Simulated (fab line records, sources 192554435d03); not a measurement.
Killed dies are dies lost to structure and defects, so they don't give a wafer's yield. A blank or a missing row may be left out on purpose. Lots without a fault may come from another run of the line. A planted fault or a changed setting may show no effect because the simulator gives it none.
Which tool did it? | flow n5_finfet | 24 lots, 72 wafers sampled, at 6 steps of a route of 1938

WHAT THE GAUGES READ, wafer by wafer
N5_BEOL_M9_OVL_MEAS_29.
lot  | measured     | on         | V8_OVL (nm)
L074 | day 9 01:22  | overlay-01 | -1.2 -0.4 -0.2
L075 | day 9 21:38  | overlay-01 | 0.8 -0.1 0.1
L077 | day 10 01:56 | overlay-02 | -0.2 -0.5 0.4
L076 | day 10 03:28 | overlay-02 | -0.4 -0.9 -1.3
L078 | day 10 13:50 | overlay-02 | -0.1 -0.2 -0.1
L080 | day 10 22:02 | overlay-01 | -1.1 -0.5 -0.3
L079 | day 11 00:52 | overlay-02 | 1.1 0.8 0.6
L081 | day 11 03:26 | overlay-01 | -0.6 -0.2 -0.6
L082 | day 11 17:14 | overlay-02 | -0.2 -0.4 -0.9
L083 | day 11 20:09 | overlay-01 | -1.0 -0.2 -0.6
L084 | day 11 21:21 | overlay-01 | -0.6 -0.2 0.2
L085 | day 12 04:15 | overlay-01 | 0.1 -1.0 -0.4
L086 | day 13 05:13 | overlay-02 | -1.1 -0.8 -1.4
L087 | day 13 05:23 | overlay-01 | -0.3 -1.0 0.4
L088 | day 13 11:31 | overlay-02 | 0.1 0.3 0.3
L089 | day 13 11:41 | overlay-01 | -0.6 -0.1 -0.3
L090 | day 13 18:28 | overlay-02 | -0.1 -0.2 -0.2
L092 | day 14 04:13 | overlay-01 | -0.1 -0.6 -1.2
L094 | day 14 03:29 | overlay-01 | 0.5 0.4 0.1
L093 | day 14 11:14 | overlay-02 | -1.9 -1.0 -1.0
L091 | day 14 13:38 | overlay-02 | -0.8 -0.6 -0.4
L095 | day 15 06:55 | overlay-02 | -0.2 -0.8 -0.3
L096 | day 15 13:53 | overlay-01 | -0.5 -0.1 -1.1
L097 | day 15 23:30 | overlay-01 | -0.7 -0.4 0.4

N5_BEOL_M9_INSPECT_58: inspects for defects (darkfield).
lot  | measured     | on                | raw_defect_count
L074 | day 9 04:29  | defect_inspect-02 | 77 61 64
L075 | day 10 01:07 | defect_inspect-01 | 75 115 94
L077 | day 10 05:04 | defect_inspect-01 | 73 51 67
L076 | day 10 07:01 | defect_inspect-01 | 78 54 81
L078 | day 10 17:01 | defect_inspect-02 | 40 65 37
L080 | day 11 02:11 | defect_inspect-02 | 69 75 46
L079 | day 11 03:44 | defect_inspect-02 | 82 63 52
L081 | day 11 07:08 | defect_inspect-02 | 77 57 84
L082 | day 11 21:05 | defect_inspect-02 | 58 54 40
L083 | day 12 00:49 | defect_inspect-01 | 56 78 57
L084 | day 12 02:01 | defect_inspect-01 | 46 41 25
L085 | day 12 08:04 | defect_inspect-01 | 74 94 89
L086 | day 13 07:59 | defect_inspect-01 | 122 86 59
L087 | day 13 08:47 | defect_inspect-02 | 76 84 78
L088 | day 13 14:45 | defect_inspect-01 | 85 92 80
L089 | day 13 14:59 | defect_inspect-02 | 54 71 65
L090 | day 13 22:07 | defect_inspect-02 | 65 103 47
L092 | day 14 07:19 | defect_inspect-01 | 83 73 89
L094 | day 14 06:46 | defect_inspect-01 | 120 93 72
L093 | day 14 14:37 | defect_inspect-01 | 51 105 71
L091 | day 14 21:03 | defect_inspect-02 | 74 30 34
L095 | day 15 12:19 | defect_inspect-02 | 32 36 46
L096 | day 15 18:12 | defect_inspect-01 | 84 56 106
L097 | day 16 02:25 | defect_inspect-01 | 79 98 146

N5_BEOL_M10_INSPECT_13: inspects for defects (brightfield).
lot  | measured     | on                | raw_defect_count
L074 | day 9 07:36  | defect_inspect-02 | 332 273 210
L075 | day 10 03:26 | defect_inspect-01 | 380 445 475
L077 | day 10 06:59 | defect_inspect-01 | 379 407 408
L076 | day 10 10:01 | defect_inspect-01 | 502 665 544
L078 | day 10 20:37 | defect_inspect-02 | 416 459 419
L080 | day 11 03:51 | defect_inspect-01 | 550 539 429
L079 | day 11 05:00 | defect_inspect-01 | 595 390 345
L081 | day 11 08:46 | defect_inspect-02 | 299 278 420
L082 | day 12 00:19 | defect_inspect-02 | 358 397 361
L083 | day 12 02:22 | defect_inspect-02 | 277 343 345
L084 | day 12 04:55 | defect_inspect-02 | 326 321 439
L085 | day 12 10:10 | defect_inspect-01 | 481 440 439
L086 | day 13 09:38 | defect_inspect-02 | 487 337 337
L087 | day 13 10:19 | defect_inspect-01 | 408 463 663
L088 | day 13 17:07 | defect_inspect-02 | 288 375 300
L089 | day 13 17:27 | defect_inspect-02 | 278 335 360
L090 | day 13 23:41 | defect_inspect-01 | 647 562 467
L092 | day 14 09:08 | defect_inspect-01 | 429 397 388
L094 | day 14 08:53 | defect_inspect-01 | 499 411 368
L093 | day 14 16:02 | defect_inspect-01 | 489 530 511
L091 | day 15 00:28 | defect_inspect-01 | 419 285 400
L095 | day 15 14:30 | defect_inspect-02 | 233 199 345
L096 | day 15 21:35 | defect_inspect-02 | 390 404 318
L097 | day 16 04:56 | defect_inspect-02 | 349 435 614

N5_BEOL_M10_OVL_MEAS_29.
lot  | measured     | on         | V9_OVL (nm)
L074 | day 9 11:26  | overlay-02 | -0.1 0.8 0.0
L075 | day 10 05:01 | overlay-01 | -0.3 0.2 -0.3
L077 | day 10 08:32 | overlay-01 | 0.4 1.5 0.4
L076 | day 10 11:17 | overlay-01 | 0.6 0.0 -0.3
L078 | day 10 21:39 | overlay-01 | 1.2 0.2 0.2
L080 | day 11 05:05 | overlay-01 | -0.1 0.0 -0.5
L079 | day 11 06:59 | overlay-02 | -0.4 0.2 -0.8
L081 | day 11 09:49 | overlay-02 | -0.4 -0.4 -0.7
L082 | day 12 01:20 | overlay-01 | 0.4 0.6 0.9
L083 | day 12 04:08 | overlay-01 | 0.6 0.3 1.1
L084 | day 12 08:07 | overlay-02 | 0.1 -0.1 0.2
L085 | day 12 11:44 | overlay-02 | 1.5 0.3 -0.4
L086 | day 13 11:41 | overlay-02 | 0.5 -0.5 1.3
L087 | day 13 11:51 | overlay-01 | 0.2 0.1 -0.6
L088 | day 13 18:37 | overlay-02 | 0.0 -0.4 -0.5
L089 | day 13 18:47 | overlay-01 | 0.4 0.5 0.6
L090 | day 14 00:37 | overlay-02 | -0.4 -0.4 0.3
L092 | day 14 11:16 | overlay-01 | 0.3 0.5 0.5
L094 | day 14 11:25 | overlay-02 | -0.4 -0.2 0.0
L093 | day 14 19:19 | overlay-01 | 0.5 0.2 -0.6
L091 | day 15 01:55 | overlay-02 | -1.3 -0.7 -0.8
L095 | day 15 16:38 | overlay-01 | -0.5 -0.2 0.4
L096 | day 15 23:34 | overlay-01 | 0.5 0.8 0.7
L097 | day 16 05:56 | overlay-01 | -1.0 -0.4 -0.4

WHICH TOOL RAN EACH LOT (tool, then ch and the chambers of the sampled wafers, then the start)
lot  | N5_BEOL_M9_PECVD_70             | N5_BEOL_M10_ETCH_61
L074 | pecvd-02 ch 0,1,2, day 8 22:23  | rie_diel-02 ch 0,1,3, day 9 07:41
L075 | pecvd-02 ch 0,2, day 9 18:32    | rie_diel-01 ch 0,1,3, day 10 03:31
L077 | pecvd-02 ch 0,1,2, day 9 23:03  | rie_diel-01 ch 0,2, day 10 07:03
L076 | pecvd-02 ch 0,1, day 10 01:38   | rie_diel-06 ch 0,1,3, day 10 10:14
L078 | pecvd-02 ch 0,1,2, day 10 11:41 | rie_diel-02 ch 0,1,2, day 10 20:41
L080 | pecvd-02 ch 1,2, day 10 19:20   | rie_diel-02 ch 0,1, day 11 04:13
L079 | pecvd-01 ch 0,2, day 10 21:56   | rie_diel-06 ch 1,2,3, day 11 05:34
L081 | pecvd-03 ch 0,1,2, day 11 00:04 | rie_diel-06 ch 0,3, day 11 08:50
L082 | pecvd-03 ch 1,2, day 11 13:32   | rie_diel-01 ch 1,2, day 12 00:23
L083 | pecvd-03 ch 1,2, day 11 16:58   | rie_diel-02 ch 0,3, day 12 02:45
L084 | pecvd-02 ch 1,2, day 11 17:46   | rie_diel-06 ch 0,2,3, day 12 05:18
L085 | pecvd-01 ch 0,2, day 11 22:29   | rie_diel-01 ch 0,3, day 12 10:52
L086 | pecvd-03 ch 0,1,2, day 12 23:51 | rie_diel-02 ch 0,1, day 13 09:56
L087 | pecvd-03 ch 0,1, day 13 00:42   | rie_diel-06 ch 0,3, day 13 10:23
L088 | pecvd-03 ch 1,2, day 13 09:11   | rie_diel-06 ch 1,2, day 13 17:22
L089 | pecvd-01 ch 0,1,2, day 13 09:37 | rie_diel-06 ch 1,2,3, day 13 17:40
L090 | pecvd-01 ch 0,1, day 13 15:31   | rie_diel-01 ch 0,1,3, day 13 23:49
L092 | pecvd-01 ch 0,1,2, day 13 23:15 | rie_diel-02 ch 0,1,3, day 14 09:23
L094 | pecvd-02 ch 0,1,2, day 14 00:46 | rie_diel-06 ch 1,2,3, day 14 09:13
L093 | pecvd-03 ch 1,2, day 14 07:52   | rie_diel-01 ch 0,1,2, day 14 16:06
L091 | pecvd-03 ch 0,2, day 14 11:26   | rie_diel-01 ch 0,2, day 15 01:02
L095 | pecvd-02 ch 0,1,2, day 15 03:35 | rie_diel-01 ch 2,3, day 15 14:56
L096 | pecvd-02 ch 0,2, day 15 11:14   | rie_diel-06 ch 0,1,2, day 15 21:39
L097 | pecvd-02 ch 0,1, day 15 21:13   | rie_diel-06 ch 1,2, day 16 05:01
- N5_BEOL_M9_PECVD_70: deposits SiO2 from TEOS/O2, target thk 20 nm, time 22.7 s.
- N5_BEOL_M10_ETCH_61: etches SiARC in CF4, target depth 39 nm, time 65 s.

WHAT THE TOOLS THEMSELVES READ (means of the sampled wafers that have a number; where no wafer has one, the mark that the record gives instead)
N5_BEOL_M9_PECVD_70.
lot  | tool     | heater_power_w (W) | showerhead_plenum_p_Torr (Torr) | showerhead_vpp_V (V) | throttle_valve_pct (%)
L074 | pecvd-02 | 789                | 8.75                            | 1352                 | 22.0
L075 | pecvd-02 | 819                | 8.73                            | 1368                 | 22.1
L077 | pecvd-02 | 776                | 8.76                            | 1352                 | 22.0
L076 | pecvd-02 | 692                | 8.79                            | 1326                 | 22.3
L078 | pecvd-02 | 772                | 8.74                            | 1374                 | 22.2
L080 | pecvd-02 | 684                | 8.74                            | 1343                 | 22.4
L079 | pecvd-01 | 668                | 8.91                            | 1331                 | 24.9
L081 | pecvd-03 | 671                | 8.78                            | 1305                 | 22.8
L082 | pecvd-03 | 625                | 8.80                            | 1297                 | 21.3
L083 | pecvd-03 | 658                | 8.81                            | 1297                 | 21.3
L084 | pecvd-02 | 735                | 8.75                            | 1338                 | 22.2
L085 | pecvd-01 | 671                | 8.86                            | 1337                 | 24.2
L086 | pecvd-03 | 639                | 8.77                            | 1308                 | 22.6
L087 | pecvd-03 | 581                | 8.78                            | 1324                 | 23.7
L088 | pecvd-03 | 691                | 8.79                            | 1306                 | 21.6
L089 | pecvd-01 | 690                | 8.86                            | 1301                 | 24.3
L090 | pecvd-01 | 667                | 8.85                            | 1255                 | 23.8
L092 | pecvd-01 | 672                | 8.87                            | 1306                 | 24.0
L094 | pecvd-02 | 795                | 8.75                            | 1354                 | 22.3
L093 | pecvd-03 | 742                | 8.78                            | 1302                 | 21.6
L091 | pecvd-03 | 729                | 8.75                            | 1335                 | 24.2
L095 | pecvd-02 | 817                | 8.74                            | 1357                 | 22.1
L096 | pecvd-02 | 845                | 8.72                            | 1377                 | 22.1
L097 | pecvd-02 | 782                | 8.78                            | 1328                 | 22.4

N5_BEOL_M10_ETCH_61.
lot  | tool        | drypump_motor_current_A (A) | etch_rf_on_time_s (s) | oes_product_au (a.u.) | rf_vpp_V (V) | showerhead_plenum_p_Torr (Torr) | throttle_valve_pct (%)
L074 | rie_diel-02 | 5.4                         | 64.3                  | 0.71                  | 184.2        | 2.14                            | 15.47
L075 | rie_diel-01 | 5.7                         | 64.9                  | 0.63                  | 183.0        | 2.08                            | 15.80
L077 | rie_diel-01 | 6.2                         | 63.7                  | 0.67                  | 182.4        | 2.06                            | 15.78
L076 | rie_diel-06 | 5.7                         | 64.0                  | 0.71                  | 184.7        | 2.19                            | 15.56
L078 | rie_diel-02 | 5.7                         | 64.3                  | 0.69                  | 184.5        | 2.19                            | 15.39
L080 | rie_diel-02 | 5.7                         | 64.1                  | 0.70                  | 184.3        | 2.17                            | 15.40
L079 | rie_diel-06 | 5.8                         | 65.0                  | 0.70                  | 185.1        | 2.18                            | 15.60
L081 | rie_diel-06 | 5.2                         | 65.4                  | 0.72                  | 186.3        | 2.25                            | 15.50
L082 | rie_diel-01 | 6.0                         | 66.0                  | 0.68                  | 184.1        | 2.10                            | 15.59
L083 | rie_diel-02 | 5.4                         | 65.3                  | 0.69                  | 183.1        | 2.14                            | 15.49
L084 | rie_diel-06 | 5.3                         | 64.5                  | 0.72                  | 185.3        | 2.25                            | 15.55
L085 | rie_diel-01 | 5.8                         | 64.0                  | 0.74                  | 184.5        | 2.14                            | 15.57
L086 | rie_diel-02 | 5.7                         | 64.4                  | 0.68                  | 184.7        | 2.16                            | 15.43
L087 | rie_diel-06 | 5.2                         | 64.2                  | 0.70                  | 185.6        | 2.24                            | 15.53
L088 | rie_diel-06 | 5.8                         | 64.2                  | 0.69                  | 184.2        | 2.18                            | 15.68
L089 | rie_diel-06 | 5.7                         | 65.5                  | 0.68                  | 183.8        | 2.17                            | 15.63
L090 | rie_diel-01 | 5.7                         | 64.0                  | 0.76                  | 184.2        | 2.16                            | 15.53
L092 | rie_diel-02 | 5.4                         | 65.1                  | 0.66                  | 184.0        | 2.13                            | 15.56
L094 | rie_diel-06 | 5.7                         | 64.6                  | 0.68                  | 185.2        | 2.17                            | 15.65
L093 | rie_diel-01 | 5.9                         | 63.2                  | 0.77                  | 183.6        | 2.16                            | 15.47
L091 | rie_diel-01 | 6.3                         | 63.4                  | 0.74                  | 183.9        | 2.15                            | 15.50
L095 | rie_diel-01 | 6.0                         | 65.1                  | 0.68                  | 183.5        | 2.07                            | 15.63
L096 | rie_diel-06 | 5.8                         | 65.5                  | 0.67                  | 184.2        | 2.17                            | 15.67
L097 | rie_diel-06 | 6.2                         | 65.7                  | 0.65                  | 184.3        | 2.11                            | 15.74

THE ANSWER, worked out from the rows above alone
Rule: what is usual is taken from the lots themselves. Put in order of their means at a reading, lots are off if they are a third of the lots or fewer, leave a main group of 4 or more, and stand apart from it by a gap of 3 or more times the standard deviation of the main group's means; of several such gaps the widest counts. A main group whose means are all the same, to the digits that the tables above print for the reading, isn't used. A lot without any number at a reading at which 4 lots or more have one is off too. The other lots that the step has rows for count as sound. The gauges are gone through in route order, then the tools' own readings, and for those a lot's mean is taken as printed above. The first step at which some lot is off is used, and at that step the reading that is off furthest; a lot without a number counts as furthest.
No lot is off at any reading shown: from this, nothing can be told.

WHAT THE SIMULATOR HAD PUT IN
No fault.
